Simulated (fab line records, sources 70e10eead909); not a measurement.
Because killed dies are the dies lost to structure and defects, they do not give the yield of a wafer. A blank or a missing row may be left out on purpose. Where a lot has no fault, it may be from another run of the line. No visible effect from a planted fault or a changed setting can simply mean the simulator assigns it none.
Chamber matching + flow nand harc + NHARC_P_GATE_DESCUM_93 on rie diel-10: 4 sister chambers
The step chemistry O2, time 3 s. 18 wafers are shown with their chamber, then 9 later ones without.

WAFERS PAIRED WITH THEIR CHAMBERS
| wafer  | chamber | showerhead plenum p Torr (Torr) | drypump motor current A (A) | oes product au (a.u.) |
|--------|---------|---------------------------------|-----------------------------|-----------------------|
| L807.1 | 2       | 1.99                            | 6.05                        | 1.010                 |
| L807.2 | 3       | 2.05                            | 5.90                        | 0.998                 |
| L807.5 | 3       | 2.05                            | 5.92                        | 1.004                 |
| L810.2 | 3       | 2.05                            | 5.88                        | 0.986                 |
| L810.3 | 2       | 1.99                            | 6.09                        | 0.999                 |
| L810.6 | 1       | 1.92                            | 5.62                        | 1.010                 |
| L809.1 | 3       | 2.05                            | 5.87                        | 0.987                 |
| L809.3 | 2       | 1.99                            | 6.02                        | 1.006                 |
| L809.6 | 1       | 1.92                            | 5.63                        | 1.010                 |
| L811.2 | 1       | 1.92                            | 5.61                        | 1.007                 |
| L811.3 | 3       | 2.05                            | 5.89                        | 0.988                 |
| L811.4 | 2       | 1.99                            | 6.08                        | 1.001                 |
| L812.1 | 0       | 2.03                            | 5.29                        | 1.000                 |
| L812.5 | 1       | 1.92                            | 5.64                        | 1.010                 |
| L812.6 | 0       | 2.03                            | 5.31                        | 1.005                 |
| L814.3 | 2       | 1.99                            | 6.04                        | 0.999                 |
| L814.5 | 2       | 1.98                            | 6.02                        | 1.006                 |
| L814.6 | 1       | 1.92                            | 5.62                        | 1.013                 |

SIGNATURES (averages over the wafers above)
| reading                  | chamber 0 | chamber 1 | chamber 2 | chamber 3 | scatter within a chamber |
|--------------------------|-----------|-----------|-----------|-----------|--------------------------|
| showerhead plenum p Torr | 2.0300    | 1.9200    | 1.9883    | 2.0500    | 0.00244                  |
| drypump motor current A  | 5.3000    | 5.6240    | 6.0500    | 5.8920    | 0.0217                   |
| oes product au           | 1.00250   | 1.01000   | 1.00350   | 0.99260   | 0.00526                  |
Rule: for a wafer and a chamber, the distance is found by dividing, reading by reading, the gap between the wafer's reading and the chamber's mean by the reading's scatter, squaring, summing and taking the root. If the next closest chamber is less than 2 further off than the closest, the wafer can't be placed; otherwise it belongs to the closest. The scatter: take each reading less its chamber's mean, square it, sum over the shown wafers, divide by the number of wafers less the number of chambers, and take the root.

WAFERS WITH NO CHAMBER GIVEN
| wafer  | showerhead plenum p Torr (Torr) | drypump motor current A (A) | oes product au (a.u.) |
|--------|---------------------------------|-----------------------------|-----------------------|
| L817.1 | 1.91                            | 5.63                        | 1.006                 |
| L817.4 | 2.05                            | 5.91                        | 0.991                 |
| L817.5 | 1.98                            | 6.08                        | 1.006                 |
| L826.2 | 1.98                            | 6.09                        | 1.006                 |
| L826.5 | 2.04                            | 5.90                        | 0.988                 |
| L826.6 | 2.03                            | 5.32                        | 1.002                 |
| L827.1 | 1.91                            | 5.64                        | 0.999                 |
| L827.3 | 2.03                            | 5.30                        | 0.993                 |
| L827.5 | 1.91                            | 5.61                        | 1.002                 |

WHICH CHAMBER EACH ONE RAN IN
| wafer  | from the rows above | in truth |
|--------|---------------------|----------|
| L817.1 | 1                   | 1        |
| L817.4 | 3                   | 3        |
| L817.5 | 2                   | 2        |
| L826.2 | 2                   | 2        |
| L826.5 | 3                   | 3        |
| L826.6 | 0                   | 0        |
| L827.1 | 1                   | 1        |
| L827.3 | 0                   | 0        |
| L827.5 | 1                   | 1        |
9 of 9 placed correctly. Can't be placed from these rows: 0. Wrongly placed: 0.
